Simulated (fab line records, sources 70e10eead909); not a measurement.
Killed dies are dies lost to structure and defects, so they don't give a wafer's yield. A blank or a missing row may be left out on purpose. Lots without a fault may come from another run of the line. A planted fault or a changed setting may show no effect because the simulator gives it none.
A struck lot beside a sound one | flow nand_harc | 15 steps out of a route of 1302
Sound: wafers L967.1, L967.4, L967.5. Struck: wafers L957.2, L957.5. The cause comes at the end.
At each step with rows: each side's tool, then ch and its chambers, then its first start. Under that, the readings that differ: sound wafers | struck wafers | difference of the means | sigmas: that difference in standard deviations of wafers without a fault.
alike: readings whose means differ by less than 2 such deviations, and words and numbers that are the same on both sides. not compared: withheld readings, readings that some wafer has no value for, bounds like >300 that may hide the same value, and numbers for which the record gives no deviation and whose values overlap.
The two part at a step that has a row with sigmas, a row that says differs or no value, or rows on one side only. Numbers that don't overlap but have no deviation are shown without sigmas and don't part them. A reading that every wafer of one side lacks parts them only if that side has two wafers or more.

NHARC_A_CONTACT_INSPECT_10:
  sound on defect_inspect-01, day 30 23:27; struck on defect_inspect-02, day 26 19:07
  alike: raw_defect_count
then, 5 steps without rows for these wafers: NHARC_A_CONTACT_DESCUM_13 (chemistry O2, time 3 s); NHARC_A_CONTACT_ETCH_88 (etches the open film in CF4, target depth 39 nm, time 65 s); NHARC_A_CONTACT_ETCH_89 (etches the open film in N2/H2, target depth 260 nm, time 475.3 s); NHARC_A_CONTACT_ETCH_30 (etches the open film in CF4/CHF3, target depth 72.6 nm, time 36.3 s); NHARC_A_CONTACT_ETCH_31 (etches the open film in O2/COS, target depth 2800 nm, time 728 s).
NHARC_A_CONTACT_ETCH_134: etches the open film in C4F8/O2/Ar, time 140 s, target depth 700 nm.
  sound on har_cap_etch-03 ch 1, day 31 00:41; struck on har_cap_etch-02 ch 0,1, day 27 00:14
  not compared: rf_hours_counter_h
NHARC_A_CONTACT_ETCH_135: etches the open film in C4F8/O2/Ar, time 311 s, target depth 1912 nm.
  sound on har_cap_etch-03 ch 1, day 31 00:58; struck on har_cap_etch-02 ch 0,1, day 27 00:26
  not compared: rf_hours_counter_h
then, 1 step without rows for these wafers: NHARC_A_CONTACT_ETCH_136 (etches the open film in C4F8/O2/Ar, time 311 s, target depth 1912 nm).
NHARC_A_CONTACT_ETCH_137: etches the open film in C4F8/O2/Ar, time 311 s, target depth 1912 nm.
  sound on har_cap_etch-03 ch 1, day 31 01:41; struck on har_cap_etch-02 ch 0,1, day 27 00:59
  not compared: rf_hours_counter_h
NHARC_A_CONTACT_ETCH_138: etches the open film in C4F8/O2/Ar, time 311 s, target depth 1914 nm.
  sound on har_cap_etch-03 ch 1, day 31 02:04; struck on har_cap_etch-02 ch 0,1, day 27 01:15
  not compared: rf_hours_counter_h
then, 1 step without rows for these wafers: NHARC_A_CONTACT_ETCH_139 (etches the open film in C4F8/O2/Ar, time 195 s, target depth 840 nm).
NHARC_A_CONTACT_ETCH_92: etches the open film in CH3F/O2, target depth 40 nm, time 85.7 s.
  sound on rie_diel-05 ch 2,3, day 31 03:01; struck on rie_diel-08 ch 1,3, day 27 02:12
  reading               | sound             | struck      | difference | sigmas
  oes_product_au (a.u.) | 0.923 0.920 0.931 | 0.719 0.723 | -0.204     | -10
  alike: drypump_motor_current_A, o2_flow_sccm, rf_vpp_V, showerhead_plenum_p_Torr, throttle_valve_pct
  not compared: rf_hours_counter_h
NHARC_A_CONTACT_ETCH_98: etches the open film in C4F6/O2, target depth 20 nm, time 10 s.
  sound on rie_diel-05 ch 1,3; struck on rie_diel-08 ch 1,3
  alike: drypump_motor_current_A, o2_flow_sccm, oes_product_au, rf_vpp_V, showerhead_plenum_p_Torr, throttle_valve_pct
  not compared: rf_hours_counter_h
then, 1 step without rows for these wafers: NHARC_END_SORT_01.

WHERE THEY PART
Only at NHARC_A_CONTACT_ETCH_92, within this record. Later steps at which nothing parts them and some readings are alike: NHARC_A_CONTACT_ETCH_98.

WHY: what the simulator had put in
Process parameter drift: rie_diel-08, from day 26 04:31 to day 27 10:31, at NHARC_A_CONTACT_ETCH_92. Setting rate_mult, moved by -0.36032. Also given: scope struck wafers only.
